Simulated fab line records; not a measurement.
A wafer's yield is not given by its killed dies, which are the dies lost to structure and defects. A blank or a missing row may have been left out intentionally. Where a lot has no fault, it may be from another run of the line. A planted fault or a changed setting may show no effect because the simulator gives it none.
fab line records	flow n5Finfet
[record] lots = 6	wafers = 18	lastDay = 17
route steps=1938 shown BEOL_M5@1133
lots that met no fault: taken from a fault-free run of the same line
startH: hours from the record's first day to the start of the lot's first wafer shown	waitH: hours elapsed since this lot's preceding step	" identical to the entry in the row above	L1.1+2: a single row standing in for several wafers	- either no value or no given start	* or withheld: withheld	< > ~ a bound
route shown NAME@n: a module of which the file shows steps, and the number in the route of the first	usual: mean and standard deviation over wafers with no fault	same: alike in all rows	chamber/n: place in a boat	sites: per-site readings	_std_site: how widely they spread, as a standard deviation	_edge_site: the outer-site mean with the inner-site mean subtracted	radiusMm: for every site, how far away it sits from the centre of the wafer	mask NAME#n: copy n	behind: the last tool/chamber to shape the wafer	hold: cause of the lot's hold/its duration in hours/its outcome	device: the n, p or np transistor that did not switch	end of line: the route-end tests of the same wafers	step lacking rows: just its recipe	killed: dies lost to structure and defects at the first sort, not the wafer's yield	map: shows each die of a wafer: x if killed, . if not, _ if none is there
set.NAME: the run value of the setting; set.NAME@STEP: its run value at that earlier step	model.NAME: the simulator's own value behind a step, which no gauge read
lots seen at some steps along the route; tables by step, rows by wafer
services: a tool's chamber out of use, with start hour (startH, from the record's first day; less than 0 if before it), hours out, and reason
[[steps]]
[step N5_BEOL_M5_STRIP_63]
[recipe] chemistry = N2/H2	tempC = 40	n2FlowSccm = 200	h2FlowSccm = 200	rfFrequencyHz = 6e+07
[step N5_BEOL_M5_STRIP_73]
[recipe] chemistry = N2/H2	tempC = 40	n2FlowSccm = 200	h2FlowSccm = 200	rfFrequencyHz = 6e+07
[step N5_BEOL_M5_STRIP_64]
[recipe] chemistry = CF4	resist = SiARC	powerW = 300	biasPowerW = 75	pressureMtorr = 50	cf4FlowSccm = 150	rfFrequencyHz = 6e+07
[usual] cf4FlowSccm = 150.0/0.43	drypumpMotorCurrentA = 5.8/0.41	oesProductAu = 0.77/0.087	powerW = 300.0/0.8	rfVppV = 271.3/1.4	showerheadPlenumPTorr = 1.80/0.047	throttleValvePct = 13.6/0.32
lot.wafer	tool	chamber	startH	waitH	cf4FlowSccm	drypumpMotorCurrentA	oesProductAu	powerW	rfHoursCounterH	rfVppV	showerheadPlenumPTorr	throttleValvePct
L946.1	rieDiel-01	0	180.33	0.0	150.2	5.1	0.72	300.1	174	271.5	1.87	13.6
L946.4	"	2	"	"	150.4	5.4	0.85	299.8	63	273.4	1.81	13.6
L946.6	"	2	"	"	150.5	5.4	0.85	300.3	-	272.2	1.81	13.6
L952.2	rieDiel-02	3	209.36	0.0	149.4	5.8	0.68	300.2	220	269.8	1.76	14.0
L952.4	"	2	"	"	150.3	6.0	0.72	299.2	-	271.4	1.86	13.7
L952.6	"	3	"	"	149.9	5.8	0.68	299.7	-	271.2	1.76	14.0
L957.1	rieDiel-01	0	236.46	0.0	150.3	5.1	0.70	300.7	196	273.2	1.86	13.7
L957.2	"	2	"	"	149.7	5.4	0.83	301.2	86	270.3	1.80	13.7
L957.5	"	0	"	"	149.7	5.1	0.71	298.9	-	272.4	1.86	13.7
L966.2	rieDiel-01	2	296.47	0.0	149.7	5.4	0.79	301.1	109	271.2	1.80	13.8
L966.3	"	3	"	"	150.3	6.4	0.96	299.5	6	270.2	1.76	13.2
L966.5	"	3	"	"	150.5	6.4	0.96	298.8	-	270.0	1.76	13.2
L968.2	rieDiel-01	1	302.42	0.0	150.5	5.6	0.87	299.0	33	270.9	1.74	13.0
L968.5	"	0	"	"	149.3	5.1	0.70	301.0	-	271.8	1.85	13.7
L968.6	"	1	"	"	150.0	5.6	0.88	298.7	-	270.7	1.74	13.1
L969.1	rieDiel-02	0	302.50	0.0	149.6	5.9	0.87	299.9	24	273.2	1.80	13.2
L969.3	"	2	"	"	149.5	6.0	0.71	300.4	215	271.8	1.85	13.8
L969.4	"	1	"	"	150.5	5.7	0.69	301.2	229	268.2	1.73	14.1
[step N5_BEOL_M5_HM_OPEN_17]
[recipe] chemistry = Cl2/BCl3	targetDepthA = 200	overetchA = 60	target = TiN	maskMaterial = SOC	ionEnergyEv = 150	pressureMtorr = 10	icpW = 1000	biasW = 126	Cl2_flow_sccm = 53.25	bcl3FlowSccm = 21.75	Ar_flow_sccm = 25
[usual] drypumpMotorCurrentA = 5.8/0.42	heBacksideLeakSccm = 3.37/0.3	mfcArSccm = 25.00/0.075	oesProductAu = 0.69/0.065	throttleValvePct = 21.95/0.15
lot.wafer	tool	chamber	startH	waitH	drypumpMotorCurrentA	heBacksideLeakSccm	mfcArSccm	oesProductAu	rfHoursCounterH	throttleValvePct
L946.1	rieMetal-02	0	180.37	0.0	6.6	3.21	24.90	0.71	23	21.79
L946.4	"	1	"	"	5.8	3.23	24.89	0.72	-	21.99
L946.6	"	1	"	"	5.8	3.12	24.98	0.73	-	21.98
L952.2	rieMetal-02	0	209.40	0.0	6.6	3.02	24.98	0.70	27	21.79
L952.4	"	1	"	"	5.8	3.18	24.97	0.72	-	21.97
L952.6	"	0	"	"	6.6	3.35	24.87	0.70	-	21.80
L957.1	rieMetal-02	0	236.51	0.0	6.6	3.15	24.96	0.71	29	21.78
L957.2	"	1	"	"	5.8	3.16	25.01	0.71	20	21.98
L957.5	"	0	"	"	6.6	3.23	24.84	0.70	-	21.79
L966.2	rieMetal-01	1	296.51	0.0	5.6	3.39	25.09	0.74	11	21.94
L966.3	"	0	"	"	5.9	3.66	25.16	0.62	-	21.97
L966.5	"	0	"	"	5.9	3.71	25.00	0.62	-	21.95
L968.2	rieMetal-02	1	302.48	0.0	5.8	3.07	25.12	0.69	26	22.00
L968.5	"	0	"	"	6.6	3.10	25.13	0.68	-	21.83
L968.6	"	1	"	"	5.8	3.05	25.10	0.68	-	22.01
L969.1	rieMetal-03	0	302.54	0.0	5.4	3.50	25.04	0.71	30	21.87
L969.3	"	0	"	"	5.4	3.52	24.97	0.70	-	21.90
L969.4	"	0	"	"	5.4	3.46	24.97	0.70	-	21.89
[step N5_BEOL_M5_STRIP_19]
[recipe] chemistry = O2	powerW = 400	tempC = 40	pressureMtorr = 30	rfFrequencyHz = 6e+07	biasPowerW = 0	overashFraction = 0.2	o2FlowSccm = 225
[usual] drypumpMotorCurrentA = 5.8/0.42	oesProductAu = 0.77/0.083	rfVppV = 3.6/0.52	showerheadPlenumPTorr = 2.13/0.06	throttleValvePct = 16.80/0.25
lot.wafer	tool	chamber	startH	waitH	drypumpMotorCurrentA	oesProductAu	rfHoursCounterH	rfVppV	showerheadPlenumPTorr	throttleValvePct
L946.1	rieDiel-02	2	180.48	0.1	6.0	0.75	177	3.6	2.18	16.81
L946.4	"	3	"	"	5.8	0.69	209	4.5	2.09	17.22
L946.6	"	3	"	"	5.7	0.70	-	4.5	2.09	17.21
L952.2	rieDiel-02	2	209.54	0.1	6.0	0.75	187	3.7	2.18	16.84
L952.4	"	2	"	"	6.0	0.74	-	4.8	2.18	16.83
L952.6	"	3	"	"	5.7	0.69	-	3.0	2.08	17.23
L957.1	rieDiel-03	0	236.64	0.1	6.1	0.74	175	2.7	2.18	16.62
L957.2	"	2	"	"	6.4	0.73	181	3.6	2.09	16.73
L957.5	"	1	"	"	5.7	0.72	-	3.5	2.09	17.02
L966.2	rieDiel-01	2	296.62	0.1	5.4	0.81	109	3.3	2.11	16.91
L966.3	"	1	"	"	5.7	0.88	32	3.7	2.08	16.40
L966.5	"	3	"	"	6.3	0.99	-	3.7	2.03	16.16
L968.2	rieDiel-02	3	302.64	0.1	5.7	0.66	247	3.3	2.07	17.27
L968.5	"	0	"	"	5.9	0.89	-	3.3	2.17	16.54
L968.6	"	3	"	"	5.7	0.66	-	3.8	2.07	17.28
L969.1	rieDiel-03	1	302.74	0.2	5.7	0.71	205	4.9	2.08	17.09
L969.3	"	2	"	"	6.4	0.71	201	3.4	2.09	16.79
L969.4	"	0	"	"	6.1	0.73	197	3.7	2.18	16.66
[step N5_BEOL_M5_CD_MEAS_18]
[recipe] pitchNm = 56	targetCdNm = 28
[usual] cdNm = 27.8/0.36
lot.wafer	tool	chamber	startH	waitH	cdNm
L946.1	cdSem-02	-	180.55	0.0	27.4
L946.4	"	-	"	"	28.1
L946.6	"	-	"	"	28.0
L952.2	cdSem-02	-	209.61	0.1	27.5
L952.4	"	-	"	"	27.7
L952.6	"	-	"	"	28.2
L957.1	cdSem-02	-	236.71	0.0	27.8
L957.2	"	-	"	"	28.0
L957.5	"	-	"	"	28.4
L966.2	cdSem-03	-	296.69	0.1	27.8
L966.3	"	-	"	"	27.8
L966.5	"	-	"	"	28.1
L968.2	cdSem-01	-	302.71	0.1	27.6
L968.5	"	-	"	"	28.2
L968.6	"	-	"	"	27.7
L969.1	cdSem-02	-	302.81	0.0	27.7
L969.3	"	-	"	"	27.9
L969.4	"	-	"	"	28.1
[step N5_BEOL_M5_COAT_65]
[recipe] resist = SOC	tempC = 250	timeS = 60	spinRpm = 1500	resistThkNm = 60
[step N5_BEOL_M5_COAT_66]
[recipe] resist = SiARC	tempC = 220	timeS = 60	spinRpm = 1500	resistThkNm = 12
[step N5_BEOL_M5_COAT_74]
[recipe] resist = underlayer	tempC = 205	timeS = 60	spinRpm = 1500	resistThkNm = 5
[step N5_BEOL_M5_COAT_22]
[recipe] resist = CAR-EUV	spinRpm = 1500	resistThkNm = 30
[step N5_BEOL_M5_EBR_24]
[recipe] solvent = PGMEA	ebrWidthMm = 1.5
[step N5_BEOL_M5_SOFTBAKE_23]
[recipe] tempC = 110	timeS = 60	resist = CAR-EUV
[step N5_BEOL_M5_EXPOSE_25]
[recipe] maskId = V4	na = 0.33	sourceShape = quasar	sigmaInner = 0.2	sigmaOuter = 0.6	polarization = unpolarized	defocusNm = 10	doseMj = 52.75
[usual] dipoleOpeningDeg = 60/0	exposureDoseMJCm2 = 52.66/0.068	na = 0.33/0
lot.wafer	tool	chamber	startH	waitH	mask	dipoleOpeningDeg	exposureDoseMJCm2	na
L946.1	euvScanner-02	0	181.41	-	V4#0	60	52.66	0.33
L946.4	"	0	"	"	V4#0	60	52.71	0.33
L946.6	"	0	"	"	V4#0	60	52.75	0.33
L952.2	euvScanner-01	0	212.24	-	V4#0	60	52.66	0.33
L952.4	"	0	"	"	V4#0	60	52.69	0.33
L952.6	"	0	"	"	V4#0	60	52.66	0.33
L957.1	euvScanner-01	0	240.30	-	V4#0	60	52.66	0.33
L957.2	"	0	"	"	V4#0	60	52.69	0.33
L957.5	"	0	"	"	V4#0	60	52.73	0.33
L966.2	euvScanner-01	-	297.34	-	V4#0	-	-	-
L966.3	"	-	"	"	V4#0	-	-	-
L966.5	"	-	"	"	V4#0	-	-	-
L968.2	euvScanner-01	-	303.06	-	V4#0	-	-	-
L968.5	"	-	"	"	V4#0	-	-	-
L968.6	"	-	"	"	V4#0	-	-	-
L969.1	euvScanner-01	0	305.53	-	V4#0	60	52.70	0.33
L969.3	"	0	"	"	V4#0	60	52.69	0.33
L969.4	"	0	"	"	V4#0	60	52.69	0.33
[step N5_BEOL_M5_PEB_26]
[recipe] pebTempC = 100	pebTimeS = 60	resist = CAR-EUV
[[services]]
tool	chamber	startH	hours	kind
rieMetal-02	-	156.51	1.4	pm
rieDiel-03	-	160.73	0.5	repair
euvScanner-02	-	176.76	1.0	pm
rieDiel-01	1	187.49	-	clean
rieDiel-01	1	187.49	-	consumableReplace:focusRing
rieDiel-01	1	187.49	23.4	scheduledDown
euvScanner-01	-	188.86	1.0	pm
rieDiel-03	-	198.08	1.1	repair
rieDiel-03	-	199.54	2.6	repair
euvScanner-01	-	200.38	4.6	pm
rieDiel-01	3	213.02	48.6	repair
rieDiel-03	0	216.61	2.9	repair
euvScanner-02	-	227.74	1.8	repair
rieMetal-03	-	228.42	2.8	pm
euvScanner-02	-	232.91	1.0	pm
euvScanner-01	-	245.01	1.0	pm
rieMetal-03	-	264.48	1.2	repair
euvScanner-02	-	269.28	4.6	pm
rieMetal-03	0	269.77	1.1	repair
rieMetal-01	0	279.32	6.2	repair
rieDiel-03	-	283.25	0.1	repair
euvScanner-02	-	289.07	1.0	pm
rieDiel-03	1	299.40	1.6	repair
euvScanner-02	-	300.94	17.3	pm
[[key]]
[firstSign] step = N5_BEOL_M5_EXPOSE_25	reading = toolRecord	direction = missing
effect none on later readings
metAt N5_BEOL_M5_EXPOSE_25
struckWafers L966.2,L966.3,L966.5,L968.2,L968.5,L968.6
laterRowsLeftOut L966.2,L966.3,L966.5,L968.2,L968.5,L968.6
sortLeftOut L966.2,L966.3,L966.5,L968.2,L968.5,L968.6
onsetBetween 240.30 297.34
[fault] kind = skippedStepWhole	tool = euvScanner-01	chamber = -	onsetH = 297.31	steps = N5_BEOL_M5_EXPOSE_25	scope = struckLotsOnly
// sortLeftOut: the simulated sort isn't trusted on such a fault, so these wafers' sort isn't shown, and their yield isn't known
// laterRowsLeftOut: the simulator's readings of these wafers behind a module that went badly wrong aren't trusted and aren't shown, but for the sort
